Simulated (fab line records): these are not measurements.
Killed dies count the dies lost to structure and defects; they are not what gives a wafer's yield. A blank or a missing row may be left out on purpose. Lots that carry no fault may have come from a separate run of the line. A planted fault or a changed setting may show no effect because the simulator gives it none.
Comparing a struck lot with a sound one / flow nand harc / 15 out of 1302 route steps
Sound: the wafers L328.3, L328.4, L328.5. Struck: wafers L334.2, L334.3, L334.4. The cause is named last.
At each step with rows: each side's tool, then ch and its chambers, then its first start. Under that, the readings that differ: sound wafers / struck wafers / difference of the means / sigmas: that difference in standard deviations of wafers without a fault.
alike: readings whose means differ by less than 2 such deviations, and words and numbers that are the same on both sides. not compared: withheld readings, readings that some wafer has no value for, bounds like >300 that may hide the same value, and numbers for which the record gives no deviation and whose values overlap.
Wherever a step has rows on one side only, a row that says differs or no value, or a row with sigmas, the two part there. Numbers that don't overlap but have no deviation are shown without sigmas and don't part them. Lack of a reading on every wafer of one side parts them only where that side has two or more wafers.

NHARC_A_CHANNEL_HOLE_D2_ETCH_44: etches the open film in CF4/O2, target depth 140 nm, overetch 14 nm, time 77 s.
  sound on rie diel-02 ch 0,1,3, day 15 07:11; struck on rie diel-02 ch 0,1,3, day 17 19:26
  alike: drypump motor current A, mfc ar sccm, oes_ar_750_au, oes product au, rf vpp V, showerhead plenum p Torr, throttle valve pct
  not compared: rf hours counter h
NHARC_A_CHANNEL_HOLE_D2_STRIP_28: strips in O2.
  sound on rie diel-02 ch 1,2,3; struck on rie diel-02 ch 0,1,3
reading=oes product au (a.u.); sound=0.997 0.995 0.999; struck=1.008 1.011 1.019; difference=+0.016; sigmas=+2
  alike: drypump motor current A, mfc ar sccm, rf vpp V, showerhead plenum p Torr, throttle valve pct
  not compared: rf hours counter h
then, 2 steps without rows for these wafers: NHARC_A_CHANNEL_HOLE_D2_PRECLEAN_29 (cleans in SC1); NHARC_A_CHANNEL_HOLE_D2_SRD_30.
NHARC_A_CHANNEL_HOLE_D2_CD_MEAS_31:
  sound: cd sem-02 at day 15 07:58; struck: cd sem-01 at day 17 20:14
  alike: cd nm
following that, these wafers have no rows for 1 step: NHARC_A_CHANNEL_HOLE_D2_XSEM_32.
NHARC_A_CHANNEL_HOLE_D2_INSPECT_40:
  sound: defect inspect-01 at day 15 08:09; struck: defect inspect-01 at day 17 20:25
  alike: raw defect count
then, 2 steps without rows for these wafers: NHARC_A_CHANNEL_FILL_D2_PRECLEAN_00 (cleans in SC1); NHARC_A_CHANNEL_FILL_D2_SRD_01.
NHARC_A_CHANNEL_FILL_D2_ALD_02: deposits SiO2, target thk 6 nm, pulse time 10 s, ald cycles 60.
  sound on ald hk-04 ch 0,2,3, day 15 08:29; struck on ald hk-04 ch 0,1,3, day 17 20:41
reading=susceptor temp C (C); sound=- - -; struck=299.95 299.95 300.28; difference=no value on the sound wafers; sigmas=
  alike: heater power w, precursor pulse height rel
NHARC_A_CHANNEL_FILL_D2_ALD_03: deposits SiNx, target thk 6 nm, pulse time 60 s, ald cycles 58.
  sound on ald sin batch-02 ch 0; struck on ald sin batch-02 ch 0
reading=susceptor temp C (C); sound=630.12 630.72 630.09; struck=- - -; difference=no value on the struck wafers; sigmas=
  alike: precursor pulse height rel
NHARC_A_CHANNEL_FILL_D2_ALD_14: deposits SiO2, target thk 2.5 nm, pulse time 10 s, ald cycles 25.
  sound on ald hk-04 ch 0,1,2, day 15 15:24; struck on ald hk-04 ch 1,2,3, day 18 03:37
  alike: heater power w, precursor pulse height rel, susceptor temp C
NHARC_A_CHANNEL_FILL_D2_ALD_15: deposits SiNx, target thk 2 nm, pulse time 60 s, ald cycles 19.
  sound on ald sin batch-02 ch 0, day 15 18:29; struck on ald sin batch-02 ch 0, day 18 08:35
reading=susceptor temp C (C); sound=- - -; struck=604.6 604.5 604.5; difference=no value on the sound wafers; sigmas=
  alike: precursor pulse height rel
then, 1 step without rows for these wafers: NHARC_A_CHANNEL_FILL_D2_ALD_16 (deposits SiO2, target thk 1.5 nm, pulse time 10 s, ald cycles 15).
-- record jumps: 10 days between struck wafers' starts before vs after; left off in module A_CHANNEL_FILL_D2, resumes in module END, first step shown is number 1302 of the route --
NHARC_END_SORT_01:
  sound on prober-01 ch 0, day 26 12:03; struck on prober-02 ch 0, day 28 08:04
  alike: killed at array, killed at other, killed at periphery, killed dies, killed open, killed short

WHERE THEY PART
First at NHARC_A_CHANNEL_HOLE_D2_STRIP_28; last, within this record, at NHARC_A_CHANNEL_FILL_D2_ALD_15. Later steps at which nothing parts them and some readings are alike: NHARC_END_SORT_01.

WHY: what had been put in by the simulator
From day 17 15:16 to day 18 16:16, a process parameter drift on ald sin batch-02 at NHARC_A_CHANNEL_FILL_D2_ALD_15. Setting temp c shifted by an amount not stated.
